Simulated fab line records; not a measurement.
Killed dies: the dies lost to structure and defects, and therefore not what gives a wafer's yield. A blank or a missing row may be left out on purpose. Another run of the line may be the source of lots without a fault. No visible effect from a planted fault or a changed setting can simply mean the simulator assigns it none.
fab line records	flow nand_harc
[record] lots = 24	wafers = 72	last_day = 24
route steps=1159 shown A_M0@1006 A_BONDPAD@1061
lots that met no fault: taken from a fault-free run of the same line
start_h: hours from the record's first day to the start of the lot's first wafer shown	wait_h: time in hours since the lot's previous step	" identical to the entry in the row above	L1.1+2: one row covering several wafers at once	- value missing, or start not given	* or withheld: withheld	< > ~ a bound
route shown NAME@n: names a module that has steps shown in the file, with the first one's number in the route	usual: mean/standard deviation of fault-free wafers	same: alike in all rows	chamber/n: place in a boat	sites: each site's reading	_std_site: their standard deviation	_edge_site: the outer-site mean with the inner-site mean subtracted	radius_mm: for every site, how far away it sits from the centre of the wafer	mask NAME#n: copy n	behind: the last tool/chamber to shape the wafer	hold: why the lot went on hold/how many hours it stayed there/how the hold came to an end	device: names the non-switching transistor (n, p or np)	end of line: the same wafers' tests at the end of the route	step lacking rows: just its recipe	killed: count of dies lost to structure and defects at first sort (not the wafer's yield)	map: dies across one wafer; x = killed, . = not, _ = none there
set.NAME: the setting that was run; set.NAME@STEP: the one run at that earlier step	model.NAME: the simulator's own value behind a step, which no gauge read
route steps across a sampled set of lots; one table per step, one row per wafer
services: the hour from which a tool's chamber was out of use, counted from the record's first day as start_h (under 0 if before that day), plus the number of hours and why
[[steps]]
[step NHARC_A_M0_INSPECT_11]
[usual] raw_defect_count = 31/11
lot.wafer	tool	chamber	start_h	wait_h	raw_defect_count
L074.2	defect_inspect-01	-	391.90	0.0	21
L074.4	"	-	"	"	22
L074.6	"	-	"	"	26
L075.1	defect_inspect-02	-	402.02	0.0	38
L075.3	"	-	"	"	38
L075.6	"	-	"	"	40
L076.1	defect_inspect-02	-	402.45	0.0	20
L076.2	"	-	"	"	17
L076.6	"	-	"	"	23
L079.1	defect_inspect-02	-	410.33	0.0	30
L079.4	"	-	"	"	30
L079.6	"	-	"	"	21
L077.2	defect_inspect-01	-	412.53	0.0	19
L077.4	"	-	"	"	30
L077.5	"	-	"	"	28
L078.1	defect_inspect-01	-	429.55	0.0	42
L078.5	"	-	"	"	41
L078.6	"	-	"	"	44
L082.4	defect_inspect-02	-	433.90	0.0	18
L082.5	"	-	"	"	30
L082.6	"	-	"	"	26
L080.1	defect_inspect-01	-	437.14	0.0	41
L080.2	"	-	"	"	33
L080.4	"	-	"	"	41
L081.2	defect_inspect-02	-	449.61	0.0	18
L081.4	"	-	"	"	33
L081.6	"	-	"	"	24
L084.2	defect_inspect-02	-	450.12	0.0	42
L084.3	"	-	"	"	34
L084.5	"	-	"	"	43
L083.2	defect_inspect-02	-	450.56	0.0	34
L083.5	"	-	"	"	32
L083.6	"	-	"	"	38
L087.1	defect_inspect-01	-	462.34	0.0	28
L087.5	"	-	"	"	35
L087.6	"	-	"	"	29
L086.1	defect_inspect-01	-	463.24	0.1	25
L086.2	"	-	"	"	25
L086.5	"	-	"	"	30
L085.2	defect_inspect-02	-	492.51	0.0	48
L085.3	"	-	"	"	44
L085.5	"	-	"	"	51
L088.1	defect_inspect-01	-	492.96	0.0	16
L088.3	"	-	"	"	21
L088.6	"	-	"	"	14
L089.2	defect_inspect-02	-	493.98	0.0	58
L089.5	"	-	"	"	31
L089.6	"	-	"	"	50
L091.2	defect_inspect-02	-	501.32	0.0	9
L091.4	"	-	"	"	12
L091.6	"	-	"	"	15
L090.2	defect_inspect-02	-	501.86	0.0	30
L090.4	"	-	"	"	27
L090.5	"	-	"	"	51
L092.2	defect_inspect-01	-	502.41	0.0	37
L092.4	"	-	"	"	30
L092.6	"	-	"	"	44
L095.1	defect_inspect-02	-	516.44	0.0	27
L095.3	"	-	"	"	19
L095.6	"	-	"	"	24
L094.2	defect_inspect-01	-	519.74	0.0	44
L094.5	"	-	"	"	43
L094.6	"	-	"	"	31
L093.1	defect_inspect-01	-	527.82	0.0	41
L093.2	"	-	"	"	29
L093.6	"	-	"	"	39
L096.1	defect_inspect-01	-	535.37	0.0	31
L096.4	"	-	"	"	42
L096.5	"	-	"	"	42
L097.3	defect_inspect-01	-	536.01	0.0	22
L097.4	"	-	"	"	28
L097.6	"	-	"	"	19
[step NHARC_A_M0_INSPECT_27]
[usual] raw_defect_count = 476/130
lot.wafer	tool	chamber	start_h	wait_h	raw_defect_count
L074.2	defect_inspect-01	-	394.61	0.0	780
L074.4	"	-	"	"	735
L074.6	"	-	"	"	457
L075.1	defect_inspect-02	-	405.01	0.0	466
L075.3	"	-	"	"	376
L075.6	"	-	"	"	266
L076.1	defect_inspect-01	-	405.70	0.0	367
L076.2	"	-	"	"	446
L076.6	"	-	"	"	334
L079.1	defect_inspect-02	-	413.12	0.0	287
L079.4	"	-	"	"	492
L079.6	"	-	"	"	369
L077.2	defect_inspect-01	-	415.28	0.0	475
L077.4	"	-	"	"	325
L077.5	"	-	"	"	366
L078.1	defect_inspect-02	-	432.12	0.0	561
L078.5	"	-	"	"	569
L078.6	"	-	"	"	537
L082.4	defect_inspect-01	-	436.53	0.0	797
L082.5	"	-	"	"	398
L082.6	"	-	"	"	318
L080.1	defect_inspect-01	-	439.68	0.0	557
L080.2	"	-	"	"	640
L080.4	"	-	"	"	496
L081.2	defect_inspect-01	-	452.15	0.0	559
L081.4	"	-	"	"	375
L081.6	"	-	"	"	387
L084.2	defect_inspect-01	-	452.67	0.0	572
L084.3	"	-	"	"	620
L084.5	"	-	"	"	792
L083.2	defect_inspect-02	-	453.31	0.0	430
L083.5	"	-	"	"	487
L083.6	"	-	"	"	545
L087.1	defect_inspect-02	-	464.91	0.0	468
L087.5	"	-	"	"	246
L087.6	"	-	"	"	350
L086.1	defect_inspect-02	-	465.90	0.0	594
L086.2	"	-	"	"	720
L086.5	"	-	"	"	444
L085.2	defect_inspect-01	-	495.06	0.0	387
L085.3	"	-	"	"	362
L085.5	"	-	"	"	464
L088.1	defect_inspect-01	-	495.66	0.0	420
L088.3	"	-	"	"	463
L088.6	"	-	"	"	570
L089.2	defect_inspect-02	-	496.55	0.0	376
L089.5	"	-	"	"	314
L089.6	"	-	"	"	303
L091.2	defect_inspect-01	-	503.94	0.0	353
L091.4	"	-	"	"	360
L091.6	"	-	"	"	631
L090.2	defect_inspect-02	-	504.40	0.0	857
L090.4	"	-	"	"	444
L090.5	"	-	"	"	687
L092.2	defect_inspect-01	-	504.96	0.0	420
L092.4	"	-	"	"	492
L092.6	"	-	"	"	458
L095.1	defect_inspect-02	-	519.22	0.0	458
L095.3	"	-	"	"	567
L095.6	"	-	"	"	962
L094.2	defect_inspect-02	-	522.84	0.0	513
L094.5	"	-	"	"	428
L094.6	"	-	"	"	391
L093.1	defect_inspect-02	-	530.35	0.0	321
L093.2	"	-	"	"	430
L093.6	"	-	"	"	544
L096.1	defect_inspect-01	-	538.01	0.0	405
L096.4	"	-	"	"	453
L096.5	"	-	"	"	353
L097.3	defect_inspect-02	-	538.61	0.0	460
L097.4	"	-	"	"	592
L097.6	"	-	"	"	518
[step NHARC_A_BONDPAD_THK_MEAS_30]
[recipe] thk_meas_gauge = ellipsometry
[usual] thk_nm = 199.9/1.5
lot.wafer	tool	chamber	start_h	wait_h	thk_nm
L074.2	film_metro-02	-	400.26	0.2	201.8
L074.4	"	-	"	"	198.6
L074.6	"	-	"	"	200.2
L075.1	film_metro-02	-	410.61	0.2	199.5
L075.3	"	-	"	"	199.8
L075.6	"	-	"	"	197.3
L076.1	film_metro-01	-	411.50	0.1	199.6
L076.2	"	-	"	"	202.1
L076.6	"	-	"	"	198.1
L079.1	film_metro-02	-	418.63	0.2	199.0
L079.4	"	-	"	"	200.3
L079.6	"	-	"	"	200.0
L077.2	film_metro-01	-	420.73	0.2	199.2
L077.4	"	-	"	"	201.6
L077.5	"	-	"	"	203.4
L078.1	film_metro-01	-	437.71	0.2	200.8
L078.5	"	-	"	"	202.5
L078.6	"	-	"	"	199.1
L082.4	film_metro-02	-	442.14	0.2	200.5
L082.5	"	-	"	"	198.5
L082.6	"	-	"	"	201.2
L080.1	film_metro-02	-	445.50	0.2	199.7
L080.2	"	-	"	"	201.6
L080.4	"	-	"	"	200.7
L081.2	film_metro-02	-	457.67	0.2	200.7
L081.4	"	-	"	"	200.7
L081.6	"	-	"	"	200.5
L084.2	film_metro-01	-	458.39	0.2	198.4
L084.3	"	-	"	"	201.6
L084.5	"	-	"	"	202.1
L083.2	film_metro-02	-	460.10	0.2	199.0
L083.5	"	-	"	"	198.0
L083.6	"	-	"	"	200.7
L087.1	film_metro-01	-	470.43	0.2	198.5
L087.5	"	-	"	"	201.1
L087.6	"	-	"	"	198.7
L086.1	film_metro-01	-	471.32	0.2	199.9
L086.2	"	-	"	"	199.6
L086.5	"	-	"	"	197.7
L085.2	film_metro-02	-	500.68	0.2	198.9
L085.3	"	-	"	"	201.2
L085.5	"	-	"	"	199.9
L088.1	film_metro-02	-	501.19	0.2	196.8
L088.3	"	-	"	"	200.1
L088.6	"	-	"	"	200.5
L089.2	film_metro-01	-	502.09	0.2	201.7
L089.5	"	-	"	"	199.6
L089.6	"	-	"	"	197.8
L091.2	film_metro-02	-	509.61	0.2	199.6
L091.4	"	-	"	"	196.4
L091.6	"	-	"	"	199.8
L090.2	film_metro-01	-	509.97	0.2	199.8
L090.4	"	-	"	"	198.9
L090.5	"	-	"	"	203.7
L092.2	film_metro-01	-	510.85	0.2	200.9
L092.4	"	-	"	"	200.7
L092.6	"	-	"	"	200.5
L095.1	film_metro-02	-	525.18	0.2	199.9
L095.3	"	-	"	"	201.3
L095.6	"	-	"	"	199.3
L094.2	film_metro-01	-	528.36	0.2	198.8
L094.5	"	-	"	"	200.4
L094.6	"	-	"	"	197.7
L093.1	film_metro-02	-	536.11	0.1	200.7
L093.2	"	-	"	"	199.9
L093.6	"	-	"	"	196.1
L096.1	film_metro-02	-	543.54	0.2	202.1
L096.4	"	-	"	"	198.2
L096.5	"	-	"	"	202.4
L097.3	film_metro-02	-	544.43	0.2	198.0
L097.4	"	-	"	"	198.6
L097.6	"	-	"	"	197.1
[step NHARC_A_BONDPAD_ETCH_12]
[recipe] target_depth_a = 2200	time_s = 110	chf3_flow_sccm = 50	o2_flow_sccm = 10	ar_flow_sccm = 200	rf_w = 500	bias_w = 200	chemistry = CHF3/O2
[usual] chamber_pressure_mTorr = 25.001/0.021	drypump_motor_current_A = 5.7/0.41	mfc_ar_sccm = 199.9/0.51	oes_product_au = 0.947/0.027	rf_vpp_V = 370.7/2.8	showerhead_plenum_p_Torr = 2.42/0.12	throttle_valve_pct = 20.573/0.0089
lot.wafer	tool	chamber	start_h	wait_h	chamber_pressure_mTorr	drypump_motor_current_A	mfc_ar_sccm	oes_product_au	rf_hours_counter_h	rf_vpp_V	showerhead_plenum_p_Torr	throttle_valve_pct
L074.2	rie_diel-09	2	-	-	25.028	6.0	200.2	0.916	5	367.3	2.27	20.554
L074.4	"	3	"	"	25.026	5.7	199.5	0.913	5	374.1	2.55	20.560
L074.6	"	3	"	"	24.985	5.6	199.7	0.909	-	373.7	2.55	20.584
L075.3	rie_diel-09	3	-	-	24.979	5.7	199.8	0.912	5	373.6	2.55	20.568
L075.1	"	0	"	"	25.004	5.0	199.9	0.936	5	372.8	2.51	20.585
L075.6	"	1	"	"	24.988	6.1	199.6	0.943	-	366.6	2.26	20.564
L076.1	rie_diel-08	3	-	-	25.010	5.4	200.1	0.932	19	374.1	2.56	20.576
L076.2	"	0	"	"	24.997	5.6	199.7	0.912	20	370.7	2.43	20.578
L076.6	"	0	"	"	24.976	5.6	200.4	0.892	-	371.8	2.43	20.580
L079.1	rie_diel-07	1	-	-	24.968	5.9	200.4	0.953	1	370.2	2.41	20.576
L079.4	"	3	"	"	24.993	5.8	199.4	0.969	1	370.1	2.43	20.569
L079.6	"	1	"	"	24.968	5.9	200.1	0.953	-	370.7	2.41	20.592
L077.2	rie_diel-08	2	-	-	24.988	5.1	200.4	0.922	20	369.2	2.41	20.585
L077.4	"	0	"	"	25.022	5.6	200.0	0.904	20	372.1	2.43	20.578
L077.5	"	3	"	"	24.976	5.5	200.3	0.939	-	374.2	2.56	20.574
L078.1	rie_diel-08	0	-	-	25.031	5.7	200.1	0.904	25	372.1	2.43	20.570
L078.5	"	1	"	"	25.018	5.8	200.4	0.924	-	370.6	2.40	20.581
L078.6	"	3	"	"	25.003	5.4	200.7	0.943	-	373.9	2.56	20.562
L082.4	rie_diel-09	3	-	-	24.995	5.6	200.5	0.953	0	373.3	2.55	20.572
L082.5	"	3	"	"	24.972	5.7	199.8	0.967	-	374.3	2.55	20.571
L082.6	"	0	"	"	24.972	4.9	201.0	0.965	-	373.9	2.51	20.574
L080.2	rie_diel-07	0	-	-	25.029	5.3	199.3	0.951	16	372.0	2.51	20.592
L080.4	"	1	"	"	25.010	5.8	199.9	0.934	13	370.9	2.41	20.570
L080.1	"	3	"	"	24.979	5.7	199.5	0.932	15	370.9	2.43	20.584
L081.2	rie_diel-09	2	-	-	25.021	6.0	199.2	0.969	0	367.4	2.27	20.575
L081.4	"	3	"	"	24.996	5.6	200.3	0.953	0	372.8	2.55	20.573
L081.6	"	2	"	"	24.991	6.0	200.8	0.958	-	366.9	2.26	20.578
L084.3	rie_diel-07	1	-	-	25.006	5.9	200.3	0.930	18	371.1	2.40	20.575
L084.2	"	3	"	"	25.017	5.8	199.2	0.928	19	370.1	2.43	20.568
L084.5	"	2	"	"	24.979	6.3	200.8	0.931	-	374.3	2.56	20.567
L083.2	rie_diel-09	1	-	-	25.019	6.1	200.7	0.988	1	367.4	2.26	20.572
L083.5	"	2	"	"	25.012	6.0	200.2	0.944	-	367.8	2.26	20.575
L083.6	"	3	"	"	25.006	5.6	199.4	0.924	-	373.7	2.55	20.569
L087.1	rie_diel-09	2	-	-	24.967	6.0	199.9	0.968	1	369.1	2.26	20.582
L087.5	"	2	"	"	25.012	6.0	199.0	0.973	-	367.1	2.26	20.562
L087.6	"	3	"	"	25.000	5.6	200.3	0.939	-	374.0	2.55	20.567
L086.1	rie_diel-09	3	-	-	24.967	5.7	199.4	0.941	2	372.9	2.55	20.575
L086.2	"	1	"	"	24.973	6.1	199.6	0.989	1	368.0	2.26	20.579
L086.5	"	3	"	"	25.017	5.6	200.0	0.950	-	374.0	2.55	20.571
L085.3	rie_diel-09	0	-	-	25.012	5.0	199.9	0.976	2	372.4	2.51	20.581
L085.2	"	3	"	"	25.001	5.6	200.8	0.935	2	375.1	2.55	20.570
L085.5	"	0	"	"	24.984	5.0	200.2	0.973	-	372.0	2.51	20.578
L088.3	rie_diel-08	2	-	-	25.013	5.1	200.3	0.975	3	369.0	2.41	20.570
L088.1	"	3	"	"	24.973	5.4	200.2	0.949	3	373.7	2.55	20.571
L088.6	"	1	"	"	25.024	5.8	200.0	0.940	-	371.4	2.40	20.571
L089.2	rie_diel-09	3	-	-	25.007	5.6	199.6	0.957	2	373.5	2.55	20.556
L089.6	"	1	"	"	25.012	6.1	200.6	0.978	-	366.7	2.26	20.573
L089.5	"	2	"	"	24.996	6.0	200.2	0.989	-	367.6	2.26	20.572
L091.2	rie_diel-09	1	-	-	25.021	6.0	200.3	1.003	3	368.0	2.26	20.580
L091.4	"	3	"	"	25.038	5.6	199.4	0.955	3	371.5	2.55	20.568
L091.6	"	2	"	"	24.990	6.0	200.4	0.990	-	365.1	2.26	20.579
L090.2	rie_diel-09	0	-	-	24.988	5.0	199.2	0.940	3	372.7	2.51	20.572
L090.4	"	1	"	"	25.026	6.1	200.0	0.939	3	366.9	2.26	20.564
L090.5	"	0	"	"	24.965	5.0	200.6	0.924	-	373.6	2.51	20.584
L092.4	rie_diel-09	2	-	-	25.017	6.0	199.9	0.989	3	368.3	2.26	20.563
L092.2	"	0	"	"	25.019	5.0	199.8	0.965	3	372.1	2.51	20.584
L092.6	"	1	"	"	24.996	6.1	199.7	0.984	-	368.1	2.26	20.570
L095.1	rie_diel-08	2	-	-	25.021	5.1	200.0	0.939	7	370.2	2.41	20.570
L095.3	"	3	"	"	25.024	5.4	199.7	0.933	6	375.2	2.55	20.564
L095.6	"	2	"	"	24.979	5.1	199.0	0.943	-	370.2	2.41	20.589
L094.2	rie_diel-09	3	-	-	25.051	5.6	199.9	0.943	4	371.5	2.55	20.566
L094.6	"	1	"	"	25.018	6.1	199.5	0.998	-	367.6	2.26	20.574
L094.5	"	2	"	"	25.001	6.0	199.3	0.986	-	367.7	2.26	20.575
L093.2	rie_diel-09	0	-	-	25.011	5.0	200.6	0.921	4	373.2	2.51	20.586
L093.1	"	3	"	"	25.016	5.6	199.8	0.896	4	372.8	2.55	20.561
L093.6	"	1	"	"	24.999	6.1	199.2	0.939	-	365.3	2.26	20.579
L096.1	rie_diel-09	3	-	-	25.014	5.7	199.0	0.903	4	373.7	2.55	20.583
L096.4	"	1	"	"	24.990	6.1	200.3	0.954	-	366.9	2.26	20.553
L096.5	"	3	"	"	24.974	5.6	200.6	0.903	-	373.6	2.55	20.580
L097.3	rie_diel-09	0	-	-	24.993	5.0	200.6	0.924	4	372.4	2.51	20.588
L097.4	"	1	"	"	25.005	6.1	199.0	0.949	-	367.4	2.26	20.557
L097.6	"	0	"	"	24.991	5.0	200.3	0.922	-	373.4	2.51	20.572
[step NHARC_A_BONDPAD_DEGAS_25]
[recipe] temp_c = 300	time_s = 60
[usual] heater_power_w = 479/41
lot.wafer	tool	chamber	start_h	wait_h	heater_power_w
L074.4	pvd_sputter-03	-	401.99	-	524
L074.2	"	-	"	"	527
L074.6	"	-	"	"	506
L075.1	pvd_sputter-03	-	412.34	-	494
L075.3	"	-	"	"	438
L075.6	"	-	"	"	486
L076.2	pvd_sputter-02	-	413.23	-	518
L076.1	"	-	"	"	404
L076.6	"	-	"	"	489
L079.1	pvd_sputter-03	-	420.42	-	457
L079.4	"	-	"	"	510
L079.6	"	-	"	"	459
L077.4	pvd_sputter-03	-	422.39	-	455
L077.2	"	-	"	"	513
L077.5	"	-	"	"	538
L078.1	pvd_sputter-03	-	439.47	-	543
L078.6	"	-	"	"	493
L078.5	"	-	"	"	547
L082.4	pvd_sputter-01	-	443.93	-	491
L082.5	"	-	"	"	417
L082.6	"	-	"	"	446
L080.1	pvd_sputter-02	-	447.25	-	494
L080.4	"	-	"	"	469
L080.2	"	-	"	"	405
L081.2	pvd_sputter-01	-	459.38	-	450
L081.4	"	-	"	"	414
L081.6	"	-	"	"	457
L084.3	pvd_sputter-02	-	460.44	-	494
L084.2	"	-	"	"	474
L084.5	"	-	"	"	484
L083.2	pvd_sputter-02	-	461.90	-	414
L083.6	"	-	"	"	521
L083.5	"	-	"	"	418
L087.1	pvd_sputter-02	-	472.17	-	490
L087.5	"	-	"	"	407
L087.6	"	-	"	"	501
L086.1	pvd_sputter-03	-	473.03	-	520
L086.2	"	-	"	"	528
L086.5	"	-	"	"	501
L085.2	pvd_sputter-03	-	502.27	-	504
L085.3	"	-	"	"	460
L085.5	"	-	"	"	498
L088.3	pvd_sputter-03	-	502.97	-	536
L088.1	"	-	"	"	478
L088.6	"	-	"	"	489
L089.2	pvd_sputter-03	-	504.04	-	516
L089.6	"	-	"	"	516
L089.5	"	-	"	"	475
L091.2	pvd_sputter-01	-	511.25	-	491
L091.4	"	-	"	"	440
L091.6	"	-	"	"	500
L090.2	pvd_sputter-02	-	511.70	-	521
L090.4	"	-	"	"	474
L090.5	"	-	"	"	407
L092.4	pvd_sputter-01	-	512.56	-	412
L092.2	"	-	"	"	501
L092.6	"	-	"	"	406
L095.1	pvd_sputter-02	-	526.93	-	518
L095.3	"	-	"	"	493
L095.6	"	-	"	"	479
L094.2	pvd_sputter-03	-	530.09	-	474
L094.5	"	-	"	"	492
L094.6	"	-	"	"	529
L093.1	pvd_sputter-02	-	537.72	-	485
L093.2	"	-	"	"	482
L093.6	"	-	"	"	479
L096.1	pvd_sputter-01	-	545.39	-	459
L096.4	"	-	"	"	406
L096.5	"	-	"	"	488
L097.4	pvd_sputter-03	-	546.25	-	478
L097.3	"	-	"	"	496
L097.6	"	-	"	"	527
[step NHARC_A_BONDPAD_PVD_17]
[recipe] target_thk_a = 50	bias_v = 168.6	power_w = 15000	chamber_pressure_pa = 0.12	time_s = 8.06	substrate_temp_c = 50	material = TaN
[usual] chamber_pressure_pa = 0.12001/0.00022	throttle_valve_pct = 30.1/0.91
lot.wafer	tool	chamber	start_h	wait_h	chamber_pressure_pa	throttle_valve_pct
L074.4	pvd_sputter-03	-	-	-	0.11996	30.7
L074.2	"	-	"	"	0.12003	29.7
L074.6	"	-	"	"	0.11952	30.8
L075.3	pvd_sputter-03	-	-	-	0.12012	29.6
L075.1	"	-	"	"	0.12003	30.5
L075.6	"	-	"	"	0.11984	30.1
L076.2	pvd_sputter-02	-	-	-	0.11998	30.6
L076.1	"	-	"	"	0.1199	29.5
L076.6	"	-	"	"	0.12018	30.5
L079.1	pvd_sputter-03	-	-	-	0.11977	31.9
L079.4	"	-	"	"	0.12039	30.6
L079.6	"	-	"	"	0.11986	31.7
L077.2	pvd_sputter-03	-	-	-	0.12027	29.9
L077.4	"	-	"	"	0.12003	31.0
L077.5	"	-	"	"	0.12019	30.2
L078.1	pvd_sputter-03	-	-	-	0.11969	28.8
L078.5	"	-	"	"	0.11998	31.9
L078.6	"	-	"	"	0.11955	29.9
L082.4	pvd_sputter-01	-	-	-	0.12016	29.1
L082.5	"	-	"	"	0.12033	30.0
L082.6	"	-	"	"	0.11999	29.4
L080.4	pvd_sputter-02	-	-	-	0.1202	30.7
L080.1	"	-	"	"	0.1201	28.5
L080.2	"	-	"	"	0.12005	29.6
L081.4	pvd_sputter-01	-	-	-	0.11956	29.8
L081.2	"	-	"	"	0.11993	29.0
L081.6	"	-	"	"	0.11941	30.2
L084.3	pvd_sputter-02	-	-	-	0.12	30.9
L084.2	"	-	"	"	0.12001	29.5
L084.5	"	-	"	"	0.11976	30.6
L083.2	pvd_sputter-02	-	-	-	0.12012	29.7
L083.5	"	-	"	"	0.11988	30.4
L083.6	"	-	"	"	0.12006	28.7
L087.1	pvd_sputter-02	-	-	-	0.11978	28.8
L087.5	"	-	"	"	0.11978	30.6
L087.6	"	-	"	"	0.11976	28.8
L086.2	pvd_sputter-03	-	-	-	0.12006	29.6
L086.1	"	-	"	"	0.12034	31.8
L086.5	"	-	"	"	0.12012	30.9
L085.2	pvd_sputter-03	-	-	-	0.12023	29.7
L085.3	"	-	"	"	0.11991	29.4
L085.5	"	-	"	"	0.12029	29.5
L088.1	pvd_sputter-03	-	-	-	0.12019	29.6
L088.3	"	-	"	"	0.12028	31.1
L088.6	"	-	"	"	0.11975	29.5
L089.2	pvd_sputter-03	-	-	-	0.11994	31.1
L089.5	"	-	"	"	0.11974	29.8
L089.6	"	-	"	"	0.11998	31.0
L091.4	pvd_sputter-01	-	-	-	0.12045	30.0
L091.2	"	-	"	"	0.11987	29.5
L091.6	"	-	"	"	0.11996	29.7
L090.4	pvd_sputter-02	-	-	-	0.1201	30.7
L090.2	"	-	"	"	0.11987	30.7
L090.5	"	-	"	"	0.11997	28.9
L092.4	pvd_sputter-01	-	-	-	0.12032	29.6
L092.2	"	-	"	"	0.12038	29.4
L092.6	"	-	"	"	0.12013	29.1
L095.3	pvd_sputter-02	-	-	-	0.12004	30.7
L095.1	"	-	"	"	0.1201	30.2
L095.6	"	-	"	"	0.12	30.5
L094.2	pvd_sputter-03	-	-	-	0.12009	29.8
L094.6	"	-	"	"	0.11999	29.6
L094.5	"	-	"	"	0.11977	31.2
L093.2	pvd_sputter-02	-	-	-	0.12014	29.4
L093.1	"	-	"	"	0.12033	30.4
L093.6	"	-	"	"	0.1201	28.8
L096.1	pvd_sputter-01	-	-	-	0.11994	28.3
L096.4	"	-	"	"	0.12016	28.8
L096.5	"	-	"	"	0.12	28.6
L097.3	pvd_sputter-03	-	-	-	0.12006	30.9
L097.4	"	-	"	"	0.12005	29.5
L097.6	"	-	"	"	0.11998	29.8
[[services]]
tool	chamber	start_h	hours	kind
pvd_sputter-02	-	383.73	4.8	repair
pvd_sputter-01	-	385.01	40.5	repair
rie_diel-09	0	385.60	-	clean
rie_diel-09	1	385.60	-	clean
rie_diel-09	2	385.60	-	clean
rie_diel-09	3	385.60	-	clean
pvd_sputter-02	-	393.79	10.0	pm
rie_diel-07	-	405.74	9.0	pm
rie_diel-09	0	410.10	-	clean
rie_diel-09	1	410.10	-	clean
rie_diel-09	2	410.10	-	clean
rie_diel-09	3	410.10	-	clean
rie_diel-08	0	417.33	3.9	repair
rie_diel-09	-	431.10	9.0	pm
rie_diel-09	0	431.10	9.0	vent_cycle
rie_diel-09	1	431.10	9.0	vent_cycle
rie_diel-07	-	444.54	0.8	repair
pvd_sputter-03	-	458.00	10.0	pm
rie_diel-08	-	459.16	21.9	repair
rie_diel-09	0	464.56	6.7	repair
pvd_sputter-01	-	474.85	2.0	repair
pvd_sputter-03	-	510.81	0.7	repair
pvd_sputter-01	-	515.14	10.0	pm
rie_diel-09	2	542.18	8.3	repair
[[key]]
fault none
